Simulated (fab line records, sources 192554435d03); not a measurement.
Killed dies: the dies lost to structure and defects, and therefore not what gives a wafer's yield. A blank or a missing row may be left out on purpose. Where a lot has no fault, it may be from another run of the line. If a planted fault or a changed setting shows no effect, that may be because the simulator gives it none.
A lot that was struck, set against a sound lot / flow n5 finfet / 15 steps out of a route of 1938
Sound: the wafers L439.2, L439.4, L439.5. Struck: wafers L457.3, L457.5. (L457.6 of the same lot was not struck and is left out.) The cause comes at the end.
At each step with rows: each side's tool, then ch and its chambers, then its first start. Under that, the readings that differ: sound wafers / struck wafers / difference of the means / sigmas: that difference in standard deviations of wafers without a fault.
alike: words and numbers the same on both sides, and readings whose means are apart by under 2 such deviations; not compared: readings that were withheld, readings missing a value for some wafer, numbers with overlapping values and no deviation given by the record, and bounds like >300 which may hide the same value.
Wherever a step has rows on one side only, a row that says differs or no value, or a row with sigmas, the two part there. Numbers that have no deviation but don't overlap get no sigmas and don't part them. A reading that every wafer of one side lacks parts them only if that side has two wafers or more.

N5_BEOL_M1_STRIP_36: strips in N2/H2.
  sound on rie diel-04 ch 1,2,3, day 6 07:56; struck on rie diel-02 ch 0,1, day 10 20:22
  alike: drypump motor current A, oes product au, rf vpp V, showerhead plenum p Torr, throttle valve pct
  not compared: rf hours counter h
N5_BEOL_M1_TRENCH_ETCH_37: etches SiOC in C4F6/O2, target depth 55.207 nm, time 29 s.
  sound on rie diel-04 ch 1,2,3; struck on rie diel-02 ch 0,1
  alike: drypump motor current A, oes_f_703_au, oes product au, rf vpp V, showerhead plenum p Torr, throttle valve pct
  not compared: rf hours counter h
N5_BEOL_M1_ETCH_41: etches SiCN in CH3F/O2, target depth 31.9 nm, time 57.8 s.
  sound on rie diel-04 ch 1,2,3; struck on rie diel-02 ch 0,1
  alike: drypump motor current A, oes product au, rf vpp V, showerhead plenum p Torr, throttle valve pct
  not compared: rf hours counter h
then, 1 step without rows for these wafers: N5_BEOL_M1_STRIP_97 (strips in N2/H2, time 10 s).
N5_BEOL_M1_OCD_MEAS_38:
  sound on ocd-01 at day 6 08:08; struck on ocd-02 at day 10 20:34
  alike: trench depth nm
then, 4 steps without rows for these wafers: N5_BEOL_M1_HM_STRIP_39 (strips TiN in peroxide tin strip, target depth 25 nm, time 158 s); N5_BEOL_M1_SRD_40 (time 30 s); N5_BEOL_M1_PRECLEAN_42 (cleans in residue remover, time 60 s); N5_BEOL_M1_SRD_43 (time 30 s).
N5_BEOL_M1_CD_MEAS_35: target cd 18 nm, target cd y 21 nm.
  sound on cd sem-03 at day 6 08:17; struck on cd sem-02 at day 10 20:43
  alike: cd nm
N5_BEOL_M1_DEGAS_44: time 60 s.
  sound on pvd sputter-01 at day 6 08:20; struck on pvd sputter-02 at day 10 21:08
  alike: heater power w
N5_BEOL_M1_PRE_CLEAN_45: time 30 s.
  sound on pvd sputter-01 at day 6 08:22; struck on pvd sputter-02 at day 10 21:10
  alike: heater power w
N5_BEOL_M1_ALD_84: deposits TaN, pulse time 2 s, purge time 3 s, co reactant purge time 2 s.
  sound on ald metal-04 ch 1,3, day 6 08:29; struck on ald metal-04 ch 3, day 10 21:14
reading=ald cycles; sound=30 30 30; struck=28 28; difference=-2; sigmas=
  alike: heater power outer w, heater power w
following that, these wafers have no rows for 1 step: N5_BEOL_M1_SURFACE_TREAT_85.
N5_BEOL_M4_RC_MEAS_101:
  sound on prober-01 ch 0, day 7 17:47; struck on prober-01 ch 0, day 12 12:43
reading=IOFF_P (nA/um); sound=0.31 0.26 0.28; struck=0.17 0.21; difference=-0.09; sigmas=-3
reading=ION_P (uA/um); sound=476 475 474; struck=454 453; difference=-22; sigmas=-3
reading=SS_P (mV/dec); sound=74.3 73.8 73.4; struck=71.9 72.8; difference=-1.5; sigmas=-2
  alike: DIBL_N, DIBL_P, IOFF_N, ION_N, SS_N, VT_N, VT_P

WHERE THEY PART
Only at N5_BEOL_M4_RC_MEAS_101, within this record.

WHY: the cause the simulator had injected
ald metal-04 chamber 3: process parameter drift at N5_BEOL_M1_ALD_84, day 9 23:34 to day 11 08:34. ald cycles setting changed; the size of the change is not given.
